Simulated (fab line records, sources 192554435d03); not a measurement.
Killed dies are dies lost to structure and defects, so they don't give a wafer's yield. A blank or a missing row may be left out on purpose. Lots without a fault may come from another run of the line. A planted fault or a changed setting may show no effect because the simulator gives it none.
Split-lot experiment | flow n5_finfet | 7 lots, 21 wafers read, on a route of 1938 steps

THE SPLIT
At N5_WELL_APT_EXPOSE_05 (exposes mask NWELL, defocus 0 nm, target cd 200 nm), the setting dose_mj was moved away from the recipe's 20.3 on 10 of the 21 wafers read, by -6.6% to +3.6%. The other wafers ran this setting at the recipe's value.

FROM THE SPLIT TO THE READING: what the file shows between them, 3 steps
- N5_WELL_APT_PEB_06: peb time 90 s
- N5_WELL_APT_DEVELOP_07: develop time 45 s
- N5_WELL_APT_HARDBAKE_12: time 120 s

THE READING
cd_nm, in nm, at N5_WELL_APT_CD_MEAS_08 (target cd 200 nm). Fault-free wafers of this fab line usually give 200.1 nm, standard deviation 1.6 nm.

wafer  | tool, chamber at the split | dose_mj as run | against the recipe | cd_nm, nm | against lot-mates on the recipe
L078.1 | krf_scanner-01, 0          | 21.03          | +3.6%              | 204.7     | +5.2
L078.3 | krf_scanner-01, 0          | 20.3           | recipe             | 199.5     | -
L078.4 | krf_scanner-01, 0          | 21.03          | +3.6%              | 205.3     | +5.8
L081.1 | krf_scanner-02, 0          | 20.3           | recipe             | 202.8     | -
L081.2 | krf_scanner-02, 0          | 19.3           | -4.9%              | 193.2     | -9.4
L081.6 | krf_scanner-02, 0          | 20.3           | recipe             | 202.3     | -
L083.1 | krf_scanner-01, 0          | 18.97          | -6.6%              | 185.8     | -12.6
L083.2 | krf_scanner-01, 0          | 20.3           | recipe             | 198.4     | -
L083.6 | krf_scanner-01, 0          | 18.97          | -6.6%              | 187.4     | -11.0
L084.1 | krf_scanner-01, 0          | 20.3           | recipe             | 204.0     | -
L084.5 | krf_scanner-01, 0          | 20.3           | recipe             | 198.6     | -
L084.6 | krf_scanner-01, 0          | 20.3           | recipe             | 201.9     | -
L086.2 | krf_scanner-01, 0          | 20.3           | recipe             | 201.4     | -
L086.4 | krf_scanner-01, 0          | 20.3           | recipe             | 200.6     | -
L086.6 | krf_scanner-01, 0          | 20.3           | recipe             | 203.1     | -
L087.1 | krf_scanner-02, 0          | 19.13          | -5.8%              | 191.9     | no lot-mate on the recipe
L087.3 | krf_scanner-02, 0          | 19.13          | -5.8%              | 190.4     | no lot-mate on the recipe
L087.5 | krf_scanner-02, 0          | 19.13          | -5.8%              | 193.3     | no lot-mate on the recipe
L091.1 | krf_scanner-02, 0          | 20.3           | recipe             | 198.6     | -
L091.2 | krf_scanner-02, 0          | 20.91          | +3.0%              | 203.2     | +4.6
L091.5 | krf_scanner-02, 0          | 20.91          | +3.0%              | 204.3     | +5.7

THE FIT
A straight line over all 21 wafers: cd_nm changes by +1.64 nm for each +1% of dose_mj; r = +0.94; the points scatter about the line by 2.1 nm.
The same after taking each lot's own level away (the mean of its wafers on the recipe; 18 wafers): +1.75 nm for each +1%; r = +0.98; scatter 1.2 nm.
On that fit, the largest move of dose_mj shifts the reading by 11 nm.
The lots' own levels span 198.40 to 202.55 nm, that is 2.6 times the standard deviation above.
So the lot-to-lot level changes the slope little: the two slopes agree.
Check: with one of the wafers moved furthest among these (-6.6%) left out of the fit, the line predicts -11.3 nm for it against its lot-mates. It came out at -12.6 nm against them.

OTHER SPLITS ON THESE WAFERS
These wafers also went through other splits before the reading. Each is held against what the fit with the lots' levels taken away leaves over:
other split on the same wafers | wafers away from the commonest value | r with cd_nm (lot level and that fit taken away)
N5_WELL_APT_COAT_02 spin_rpm   | 9                                    | +0.16

THE WHOLE CHAIN: every reading that the file lists as answering this split, in the file's order
step                   | what it does             | reading                                                         | change (the file's fit)              | r (the file's)
N5_WELL_APT_CD_MEAS_08 | target cd 200 nm         | cd_nm                                                           | +1.77 nm for each +1% of the setting | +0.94
N5_WELL_APT_DESCUM_13  | chemistry O2, time 7.9 s | WELL_APT.cd_nm (the simulator's own value, which no gauge read) | +1.78 nm for each +1% of the setting | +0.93

THE FILE'S OWN FIT
cd_nm changes by +1.77 nm for each +1% of dose_mj, r = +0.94.
